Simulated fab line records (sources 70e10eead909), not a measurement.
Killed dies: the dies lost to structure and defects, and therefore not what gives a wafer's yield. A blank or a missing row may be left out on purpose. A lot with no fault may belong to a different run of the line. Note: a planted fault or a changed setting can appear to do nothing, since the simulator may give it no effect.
The tool behind it: which one? :: flow nand-harc :: 13 lots with 38 wafers sampled at 5 steps, on a route of 1302 steps

## WHAT THE GAUGES SHOWED, per wafer
NHARC_END_SORT_01. Usual: killed-at-array 56, standard deviation 19; killed-at-other 0.8, standard deviation 1.1; killed-at-periphery 3.4, standard deviation 2.5; killed-dies 60, standard deviation 19; killed-open 2.9, standard deviation 1.7; killed-short 2.4, standard deviation 1.6.
lot: L729
measured: day 28 11:56
on: prober-01
killed-at-array: 76 675
killed-at-other: 0 0
killed-at-periphery: 3 2
killed-dies: 79 677
killed-open: 2 3
killed-short: 0 0
flag: OFF

## EACH LOT AND THE TOOL THAT RAN IT (in order: tool; ch and the chambers of the sampled wafers; start)
lot: L719
NHARC_A_CONTACT_DEP_24: pecvd-04 ch 1,2, day 20 23:20
NHARC_A_CONTACT_ETCH_50: rie-diel-02 ch 0,2, day 21 05:41
NHARC_A_CONTACT_ETCH_112: har-cap-etch-01 ch 0,1, day 21 07:11
NHARC_A_CONTACT_ETCH_116: har-cap-etch-01 ch 0,1, day 21 07:52

lot: L720
NHARC_A_CONTACT_DEP_24: pecvd-02 ch 0,1,2, day 21 15:27
NHARC_A_CONTACT_ETCH_50: rie-diel-02 ch 0,2,3, day 21 23:46
NHARC_A_CONTACT_ETCH_112: har-cap-etch-03 ch 0,1, day 22 01:25
NHARC_A_CONTACT_ETCH_116: har-cap-etch-03 ch 0,1, day 22 02:05

lot: L722
NHARC_A_CONTACT_DEP_24: pecvd-02 ch 0,1,2, day 22 03:35
NHARC_A_CONTACT_ETCH_50: rie-diel-02 ch 1,2, day 22 10:01
NHARC_A_CONTACT_ETCH_112: har-cap-etch-03 ch 1, day 22 11:32
NHARC_A_CONTACT_ETCH_116: har-cap-etch-03 ch 1, day 22 12:13

lot: L721
NHARC_A_CONTACT_DEP_24: pecvd-01 ch 0,2, day 22 03:38
NHARC_A_CONTACT_ETCH_50: rie-diel-03 ch 1,2, day 22 09:52
NHARC_A_CONTACT_ETCH_112: har-cap-etch-01 ch 0,1, day 22 11:25
NHARC_A_CONTACT_ETCH_116: har-cap-etch-01 ch 0,1, day 22 12:06

lot: L729
NHARC_A_CONTACT_DEP_24: pecvd-04 ch 1,2, day 25 02:19
NHARC_A_CONTACT_ETCH_50: rie-diel-03 ch 1,3, day 25 08:27
NHARC_A_CONTACT_ETCH_112: har-cap-etch-03 ch 0, day 25 09:57
NHARC_A_CONTACT_ETCH_116: har-cap-etch-03 ch 0, day 25 10:38

lot: L730
NHARC_A_CONTACT_DEP_24: pecvd-01 ch 0,1,2, day 26 00:22
NHARC_A_CONTACT_ETCH_50: rie-diel-12 ch 0,1,2, day 26 06:46
NHARC_A_CONTACT_ETCH_112: har-cap-etch-02 ch 0,1, day 26 08:16
NHARC_A_CONTACT_ETCH_116: har-cap-etch-02 ch 0,1, day 26 08:58

lot: L735
NHARC_A_CONTACT_DEP_24: pecvd-01 ch 0,1, day 28 01:52
NHARC_A_CONTACT_ETCH_50: rie-diel-02 ch 0,1, day 28 08:45
NHARC_A_CONTACT_ETCH_112: har-cap-etch-02 ch 0,1, day 28 10:14
NHARC_A_CONTACT_ETCH_116: har-cap-etch-02 ch 0,1, day 28 10:55

lot: L737
NHARC_A_CONTACT_DEP_24: pecvd-04 ch 0,1,2, day 28 08:42
NHARC_A_CONTACT_ETCH_50: rie-diel-02 ch 1,2,3, day 28 15:43
NHARC_A_CONTACT_ETCH_112: har-cap-etch-02 ch 0,1, day 28 17:14
NHARC_A_CONTACT_ETCH_116: har-cap-etch-02 ch 0,1, day 28 17:55

lot: L738
NHARC_A_CONTACT_DEP_24: pecvd-04 ch 0,1,2, day 28 11:49
NHARC_A_CONTACT_ETCH_50: rie-diel-03 ch 0,2,3, day 28 18:13
NHARC_A_CONTACT_ETCH_112: har-cap-etch-01 ch 0, day 28 19:43
NHARC_A_CONTACT_ETCH_116: har-cap-etch-01 ch 0, day 28 20:24

lot: L739
NHARC_A_CONTACT_DEP_24: pecvd-04 ch 0,1,2, day 29 06:59
NHARC_A_CONTACT_ETCH_50: rie-diel-03 ch 1,2,3, day 29 14:34
NHARC_A_CONTACT_ETCH_112: har-cap-etch-03 ch 0,1, day 29 16:07
NHARC_A_CONTACT_ETCH_116: har-cap-etch-03 ch 0,1, day 29 16:48

lot: L740
NHARC_A_CONTACT_DEP_24: pecvd-01 ch 1,2, day 30 04:07
NHARC_A_CONTACT_ETCH_50: rie-diel-03 ch 1,3, day 30 10:32
NHARC_A_CONTACT_ETCH_112: har-cap-etch-01 ch 1, day 30 12:20
NHARC_A_CONTACT_ETCH_116: har-cap-etch-01 ch 1, day 30 13:01

lot: L741
NHARC_A_CONTACT_DEP_24: pecvd-01 ch 2, day 30 15:43
NHARC_A_CONTACT_ETCH_50: rie-diel-12 ch 0,3, day 30 22:16
NHARC_A_CONTACT_ETCH_112: har-cap-etch-03 ch 0,1, day 30 23:49
NHARC_A_CONTACT_ETCH_116: har-cap-etch-03 ch 0,1, day 31 00:44

lot: L742
NHARC_A_CONTACT_DEP_24: pecvd-02 ch 0,2, day 31 07:55
NHARC_A_CONTACT_ETCH_50: rie-diel-03 ch 0,1,3, day 31 14:14
NHARC_A_CONTACT_ETCH_112: har-cap-etch-02 ch 0,1, day 31 16:02
NHARC_A_CONTACT_ETCH_116: har-cap-etch-02 ch 0,1, day 31 16:43
- NHARC_A_CONTACT_DEP_24: deposits SiO2, target thk 500 nm.
- NHARC_A_CONTACT_ETCH_50: etches the open film in CF4/CHF3, target depth 121 nm, time 60.5 s.
- NHARC_A_CONTACT_ETCH_112: etches the open film in C4F8/O2/Ar, time 190 s, target depth 1850 nm.
- NHARC_A_CONTACT_ETCH_116: etches the open film in C4F8/O2/Ar, time 190 s, target depth 1850 nm.

## WHAT THE TOOLS THEMSELVES READ (means of the sampled wafers that have a number; where no wafer has one, the mark that the record gives instead)
NHARC_A_CONTACT_DEP_24. Usual: heater-power-w 541 W, standard deviation 110; susceptor-temp-C 399.99 C, standard deviation 0.24; throttle-valve-pct 15.8 %, standard deviation 0.38.
lot: L719
tool: pecvd-04
heater-power-w (W): 554
susceptor-temp-C (C): 399.91
throttle-valve-pct (%): 16.0
flag: 

lot: L720
tool: pecvd-02
heater-power-w (W): 551
susceptor-temp-C (C): 399.87
throttle-valve-pct (%): 15.8
flag: 

lot: L722
tool: pecvd-02
heater-power-w (W): 564
susceptor-temp-C (C): 399.99
throttle-valve-pct (%): 15.9
flag: 

lot: L721
tool: pecvd-01
heater-power-w (W): 527
susceptor-temp-C (C): 400.18
throttle-valve-pct (%): 15.7
flag: 

lot: L729
tool: pecvd-04
heater-power-w (W): 516
susceptor-temp-C (C): 400.11
throttle-valve-pct (%): 16.1
flag: 

lot: L730
tool: pecvd-01
heater-power-w (W): 558
susceptor-temp-C (C): 399.96
throttle-valve-pct (%): 15.5
flag: 

lot: L735
tool: pecvd-01
heater-power-w (W): 530
susceptor-temp-C (C): 400.04
throttle-valve-pct (%): 15.5
flag: 

lot: L737
tool: pecvd-04
heater-power-w (W): 558
susceptor-temp-C (C): 400.07
throttle-valve-pct (%): 16.0
flag: 

lot: L738
tool: pecvd-04
heater-power-w (W): 516
susceptor-temp-C (C): 399.86
throttle-valve-pct (%): 16.0
flag: 

lot: L739
tool: pecvd-04
heater-power-w (W): 476
susceptor-temp-C (C): 400.20
throttle-valve-pct (%): 16.1
flag: 

lot: L740
tool: pecvd-01
heater-power-w (W): 521
susceptor-temp-C (C): 399.85
throttle-valve-pct (%): 15.2
flag: 

lot: L741
tool: pecvd-01
heater-power-w (W): 544
susceptor-temp-C (C): 400.22
throttle-valve-pct (%): 15.6
flag: 

lot: L742
tool: pecvd-02
heater-power-w (W): 513
susceptor-temp-C (C): 399.98
throttle-valve-pct (%): 15.7
flag: 

NHARC_A_CONTACT_ETCH_50. Usual: bias-w 200.1 W, standard deviation 0.64; drypump-motor-current-A 5.7 A, standard deviation 0.34; oes-product-au 0.950 a.u., standard deviation 0.024; rf-vpp-V 370.3 V, standard deviation 2; showerhead-plenum-p-Torr 1.57 Torr, standard deviation 0.05; throttle-valve-pct 16.803 %, standard deviation 0.0095.
lot: L719
tool: rie-diel-02
bias-w (W): 200.7
drypump-motor-current-A (A): 5.9
oes-product-au (a.u.): 0.929
rf-vpp-V (V): 370.8
showerhead-plenum-p-Torr (Torr): 1.57
throttle-valve-pct (%): 16.796
flag: 

lot: L720
tool: rie-diel-02
bias-w (W): 199.8
drypump-motor-current-A (A): 5.7
oes-product-au (a.u.): 0.926
rf-vpp-V (V): 370.9
showerhead-plenum-p-Torr (Torr): 1.60
throttle-valve-pct (%): 16.801
flag: 

lot: L722
tool: rie-diel-02
bias-w (W): 200.9
drypump-motor-current-A (A): 5.7
oes-product-au (a.u.): 0.921
rf-vpp-V (V): 368.2
showerhead-plenum-p-Torr (Torr): 1.52
throttle-valve-pct (%): 16.803
flag: 

lot: L721
tool: rie-diel-03
bias-w (W): 200.3
drypump-motor-current-A (A): 6.1
oes-product-au (a.u.): 0.992
rf-vpp-V (V): 368.7
showerhead-plenum-p-Torr (Torr): 1.53
throttle-valve-pct (%): 16.800
flag: 

lot: L729
tool: rie-diel-03
bias-w (W): 199.9
drypump-motor-current-A (A): 5.5
oes-product-au (a.u.): 0.837
rf-vpp-V (V): 369.8
showerhead-plenum-p-Torr (Torr): 1.54
throttle-valve-pct (%): 16.802
flag: OFF

lot: L730
tool: rie-diel-12
bias-w (W): 200.3
drypump-motor-current-A (A): 5.7
oes-product-au (a.u.): 0.925
rf-vpp-V (V): 370.8
showerhead-plenum-p-Torr (Torr): 1.58
throttle-valve-pct (%): 16.801
flag: 

lot: L735
tool: rie-diel-02
bias-w (W): 200.2
drypump-motor-current-A (A): 6.0
oes-product-au (a.u.): 0.951
rf-vpp-V (V): 371.1
showerhead-plenum-p-Torr (Torr): 1.59
throttle-valve-pct (%): 16.796
flag: 

lot: L737
tool: rie-diel-02
bias-w (W): 199.9
drypump-motor-current-A (A): 5.5
oes-product-au (a.u.): 0.933
rf-vpp-V (V): 369.7
showerhead-plenum-p-Torr (Torr): 1.54
throttle-valve-pct (%): 16.811
flag: 

lot: L738
tool: rie-diel-03
bias-w (W): 200.4
drypump-motor-current-A (A): 5.7
oes-product-au (a.u.): 0.962
rf-vpp-V (V): 369.3
showerhead-plenum-p-Torr (Torr): 1.54
throttle-valve-pct (%): 16.800
flag: 

lot: L739
tool: rie-diel-03
bias-w (W): 199.9
drypump-motor-current-A (A): 5.7
oes-product-au (a.u.): 0.969
rf-vpp-V (V): 368.9
showerhead-plenum-p-Torr (Torr): 1.53
throttle-valve-pct (%): 16.810
flag: 

lot: L740
tool: rie-diel-03
bias-w (W): 199.9
drypump-motor-current-A (A): 5.4
oes-product-au (a.u.): 0.965
rf-vpp-V (V): 370.2
showerhead-plenum-p-Torr (Torr): 1.55
throttle-valve-pct (%): 16.799
flag: 

lot: L741
tool: rie-diel-12
bias-w (W): 199.6
drypump-motor-current-A (A): 5.8
oes-product-au (a.u.): 0.915
rf-vpp-V (V): 372.1
showerhead-plenum-p-Torr (Torr): 1.64
throttle-valve-pct (%): 16.801
flag: 

lot: L742
tool: rie-diel-03
bias-w (W): 199.9
drypump-motor-current-A (A): 5.4
oes-product-au (a.u.): 0.956
rf-vpp-V (V): 368.8
showerhead-plenum-p-Torr (Torr): 1.55
throttle-valve-pct (%): 16.813
flag: 

## THE ANSWER, worked out from the rows above alone
Rule: a lot counts as off when the mean over its wafers that have a number is more than 3 standard deviations away from the usual mean. Also off: a lot with no number at a reading for which 4 or more lots have one. All remaining lots with rows at the step are treated as sound. First the gauges in route order, then the tools' own readings, where a lot's mean is used as printed above. The first step at which some lot is off is used, and at that step the reading that is off furthest; a lot without a number counts as furthest.
Off, at NHARC_END_SORT_01 on killed-at-array: L729. Neither off nor sound, because the step has no rows for them: L719, L720, L722, L721, L730, L735, L737, L738, L739, L740, L741, L742.
A tool fits if, at a process step before that reading, it ran every lot that is off, and no sound lot after the first of them. The gauges at NHARC_END_SORT_01 aren't tried: what is off there is off at NHARC_A_CONTACT_ETCH_50 too, on other tools, and a gauge's error can't cause that. Can't be told from this: 3 tools fit, pecvd-04 at NHARC_A_CONTACT_DEP_24, rie-diel-03 at NHARC_A_CONTACT_ETCH_50, har-cap-etch-03 at NHARC_A_CONTACT_ETCH_112 and NHARC_A_CONTACT_ETCH_116.

## WHAT THE SIMULATOR PUT IN
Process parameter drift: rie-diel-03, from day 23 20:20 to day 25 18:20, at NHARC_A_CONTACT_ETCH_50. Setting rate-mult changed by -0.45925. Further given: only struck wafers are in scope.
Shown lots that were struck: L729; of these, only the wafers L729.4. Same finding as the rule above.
